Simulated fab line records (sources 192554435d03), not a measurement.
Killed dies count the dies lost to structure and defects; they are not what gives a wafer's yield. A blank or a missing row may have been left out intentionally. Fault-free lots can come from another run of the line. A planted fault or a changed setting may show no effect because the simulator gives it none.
2 desks looking at one fault :: flow n5 finfet :: what lay behind the numbers comes last; until then each desk has only its own

## FOR THE TOOL OWNER'S DESK: cmp-01
The tool's own readings at N5_HKMG_FIN_CMP_94 (polishes, stops on SiNx, t overpolish 4.7 s, target thk 43.299 nm): means of the sampled wafers that have a number, for each lot that ran on this tool. If a lot's mean is further than 4 standard deviations from the usual mean, the lot is out of limits and carries the mark OUT (the distance appears in the brackets).
Columns: A = motor current A at N5_HKMG_FIN_CMP_94, usual 12.3 A; B = platen rpm at N5_HKMG_FIN_CMP_94, usual 50.29 rpm
lot: L898
first seen here: day 4 04:36
A: 12.8
B: 50.29

lot: L901
first seen here: day 5 00:39
A: 13.0
B: 50.29

lot: L905
first seen here: day 6 01:20
A: 11.7
B: 51.34 (+28) OUT

lot: L906
first seen here: day 6 07:52
A: 12.3
B: 50.95 (+18) OUT
This desk's verdict: out of limits on L905, L906, starting with L905 at day 6 01:20 (platen rpm at N5_HKMG_FIN_CMP_94). L898, L901: within limits.

## AT THE METROLOGY DESK
What the gauges read, lot by lot, whatever tool the lot ran on: means of the sampled wafers that have a number. If a lot's mean is further than 4 standard deviations from the usual mean, the lot is out of limits and carries the mark OUT (the distance appears in the brackets). Shown here are 7 of its 10 readings, the ones lying furthest out on some lot.
Columns: A = DIBL_N at N5_BEOL_M4_RC_MEAS_101, usual 36.4 mV/V; B = DIBL_P at N5_BEOL_M4_RC_MEAS_101, usual 36.4 mV/V; C = IOFF_N at N5_BEOL_M4_RC_MEAS_101, usual 0.156 nA/um; D = IOFF_P at N5_BEOL_M4_RC_MEAS_101, usual 0.210 nA/um; E = ION_P at N5_BEOL_M4_RC_MEAS_101, usual 463 uA/um; F = VT_N at N5_BEOL_M4_RC_MEAS_101, usual 250 mV; G = VT_P at N5_BEOL_M4_RC_MEAS_101, usual -250.3 mV
lot: L898
first seen here: day 9 06:28
A: 37.3
B: 34.9
C: 0.150
D: 0.227
E: 462
F: 253
G: -249.6

lot: L901
first seen here: day 9 12:20
A: 35.9
B: 34.7
C: 0.159
D: 0.185
E: 457
F: 248
G: -251.8

lot: L905
first seen here: day 10 18:41
A: 37.7
B: 37.6
C: 0.159
D: 0.203
E: 460
F: 251
G: -252.1

lot: L906
first seen here: day 11 01:58
A: 36.9
B: 39.0
C: 0.187
D: 0.238
E: 465
F: 244
G: -247.9

lot: L908
first seen here: day 11 17:06
A: 37.6
B: 38.1
C: 0.167
D: 0.195
E: 455
F: 249
G: -252.9

lot: L913
first seen here: day 12 16:17
A: 37.0
B: 35.5
C: 0.168
D: 0.214
E: 463
F: 248
G: -248.3

lot: L914
first seen here: day 13 01:37
A: 38.1
B: 38.9
C: 0.179
D: 0.226
E: 465
F: 249
G: -249.7

lot: L916
first seen here: day 13 18:05
A: 37.7
B: 36.2
C: 0.166
D: 0.229
E: 467
F: 251
G: -248.3

lot: L919
first seen here: day 14 05:38
A: 37.5
B: 37.4
C: 0.179
D: 0.219
E: 465
F: 247
G: -250.6

lot: L921
first seen here: day 15 06:20
A: 36.3
B: 37.6
C: 0.159
D: 0.224
E: 467
F: 250
G: -249.1
Finding of this desk: none of the 10 lots has anything out of limits.

## BROUGHT TOGETHER
On L905, L906, at day 6 01:20, an alarm was possible from the tool owner's desk.
From the metrology desk's view, nothing was out of limits.
The metrology desk has L905, L906 on record, within its limits.
N5_HKMG_FIN_CMP_94 was run on cmp-01 by each of the lots named.

## WHAT HAD BEEN PUT IN BY THE SIMULATOR
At N5_HKMG_FIN_CMP_94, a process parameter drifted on cmp-01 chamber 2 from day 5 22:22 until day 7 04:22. From 50.289, the setting platen rpm moved by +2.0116. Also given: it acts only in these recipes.
Lots struck among those shown: L905, L906.
How many hours passed from the start of the fault until each desk's first out-of-limits reading: the tool owner's desk, 3.
